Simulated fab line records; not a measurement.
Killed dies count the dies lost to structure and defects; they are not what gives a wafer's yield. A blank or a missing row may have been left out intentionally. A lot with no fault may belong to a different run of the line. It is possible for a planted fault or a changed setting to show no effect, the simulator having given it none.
Check for tools in common :: flow n5Finfet :: Sampled: 10 lots, 30 wafers

## REASON FOR OPENING
Of 10 lots, 3 have the reading CJ_N flagged at N5_BEOL_M4_RC_MEAS_101. No-fault wafers: 4.35, standard deviation 0.061.
Rule: a lot is flagged in two cases, either no wafer of it has a number, or all its wafers with numbers fall more than 4 standard deviations from that mean. The rest of the lots are taken to be sound.

lot: L777
measured: day 9 17:05
on: prober-01
CJ_N, wafer by wafer: 4.35 4.35 4.33
flag: 

lot: L782
measured: day 10 16:16
on: prober-01
CJ_N, wafer by wafer: 4.39 4.33 4.32
flag: 

lot: L780
measured: day 10 18:29
on: prober-02
CJ_N, wafer by wafer: 4.39 4.30 4.43
flag: 

lot: L779
measured: day 10 18:52
on: prober-01
CJ_N, wafer by wafer: 4.45 4.38 4.45
flag: 

lot: L781
measured: day 11 08:04
on: prober-01
CJ_N, wafer by wafer: 4.35 4.36 4.48
flag: 

lot: L784
measured: day 11 23:50
on: prober-01
CJ_N, wafer by wafer: 4.42 4.48 4.47
flag: 

lot: L790
measured: day 13 11:38
on: prober-02
CJ_N, wafer by wafer: 5.11 5.26 5.30
flag: FLAGGED

lot: L791
measured: day 13 11:45
on: prober-01
CJ_N, wafer by wafer: 5.23 5.20 5.18
flag: FLAGGED

lot: L792
measured: day 13 12:34
on: prober-02
CJ_N, wafer by wafer: 5.24 5.18 5.14
flag: FLAGGED

lot: L795
measured: day 13 19:12
on: prober-01
CJ_N, wafer by wafer: 4.19 4.33 4.37
flag: 
The numbers of the flagged lots are 5.20 on average: +0.85 against the usual, or +14 standard deviations.

## TOOL THAT RAN EACH LOT
2 process steps preceding the reading are held in the record, out of 1938 steps in the route. Cell contents, in order: the tool; ch with the chambers the sampled wafers went through; the start.
lot: L777
flag: 
N5_WELL_APT_IMPLANT_32: implanter-01 ch 0, day 2 15:26
N5_WELL_APT_RTA_34: rtpAnneal-02 ch 0, day 2 16:11

lot: L782
flag: 
N5_WELL_APT_IMPLANT_32: implanter-01 ch 0, day 3 22:19
N5_WELL_APT_RTA_34: rtpAnneal-02 ch 0, day 3 22:55

lot: L780
flag: 
N5_WELL_APT_IMPLANT_32: implanter-02 ch 0, day 3 10:00
N5_WELL_APT_RTA_34: rtpAnneal-02 ch 0, day 3 10:32

lot: L779
flag: 
N5_WELL_APT_IMPLANT_32: implanter-01 ch 0, day 3 04:09
N5_WELL_APT_RTA_34: rtpAnneal-02 ch 0, day 3 04:39

lot: L781
flag: 
N5_WELL_APT_IMPLANT_32: implanter-01 ch 0, day 3 15:25
N5_WELL_APT_RTA_34: rtpAnneal-02 ch 0, day 3 16:06

lot: L784
flag: 
N5_WELL_APT_IMPLANT_32: implanter-02 ch 0, day 4 09:16
N5_WELL_APT_RTA_34: rtpAnneal-02 ch 0, day 4 09:46

lot: L790
flag: FLAGGED
N5_WELL_APT_IMPLANT_32: implanter-01 ch 0, day 5 21:31
N5_WELL_APT_RTA_34: rtpAnneal-02 ch 0, day 5 22:44

lot: L791
flag: FLAGGED
N5_WELL_APT_IMPLANT_32: implanter-01 ch 0, day 6 03:28
N5_WELL_APT_RTA_34: rtpAnneal-01 ch 0, day 6 03:56

lot: L792
flag: FLAGGED
N5_WELL_APT_IMPLANT_32: implanter-01 ch 0, day 6 09:44
N5_WELL_APT_RTA_34: rtpAnneal-02 ch 0, day 6 10:45

lot: L795
flag: 
N5_WELL_APT_IMPLANT_32: implanter-02 ch 0, day 7 04:31
N5_WELL_APT_RTA_34: rtpAnneal-02 ch 0, day 7 04:59
These steps, and what they do:
- N5_WELL_APT_IMPLANT_32
- N5_WELL_APT_RTA_34: time 10 s.
- N5_BEOL_M4_RC_MEAS_101

## FLAGGED AGAINST TOTAL, ONE TOOL AT A TIME (gauges that did the reading follow at the end)
step: N5_WELL_APT_IMPLANT_32
tool: implanter-01
lots run: 7
flagged: 3
share of the flagged lots: all
sound lots run after its first flagged lot: 0

step: N5_WELL_APT_IMPLANT_32
tool: implanter-02
lots run: 3
flagged: 0
share of the flagged lots: none
sound lots run after its first flagged lot: -

step: N5_WELL_APT_RTA_34
tool: rtpAnneal-01
lots run: 1
flagged: 1
share of the flagged lots: some
sound lots run after its first flagged lot: 0

step: N5_WELL_APT_RTA_34
tool: rtpAnneal-02
lots run: 9
flagged: 2
share of the flagged lots: some
sound lots run after its first flagged lot: 1 (L795)

step: N5_BEOL_M4_RC_MEAS_101
tool: prober-01
lots run: 7
flagged: 1
share of the flagged lots: some
sound lots run after its first flagged lot: 1 (L795)

step: N5_BEOL_M4_RC_MEAS_101
tool: prober-02
lots run: 3
flagged: 2
share of the flagged lots: some
sound lots run after its first flagged lot: 0

## WHAT THE TABLE PERMITS
In the table, 1 row covers all flagged lots: implanter-01 at N5_WELL_APT_IMPLANT_32.
- implanter-01 at N5_WELL_APT_IMPLANT_32: 3 of its 7 lots flagged. It ran its last sound lot, L782, at day 3 22:19 and its first flagged lot, L790, at day 5 21:31: a fault with its onset between the two fits. Its own readings lie more than 4 standard deviations out on every wafer of the flagged lots: doseIonsCm2, faradayCurrentUA.
Left over: one tool, implanter-01 at N5_WELL_APT_IMPLANT_32.

## WHAT THE SIMULATOR PUT IN
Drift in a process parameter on implanter-01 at N5_WELL_APT_IMPLANT_32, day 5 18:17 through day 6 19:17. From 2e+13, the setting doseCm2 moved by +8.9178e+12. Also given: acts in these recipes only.
Lots struck among those shown: L790, L791, L792. The rule given above showed the same thing.
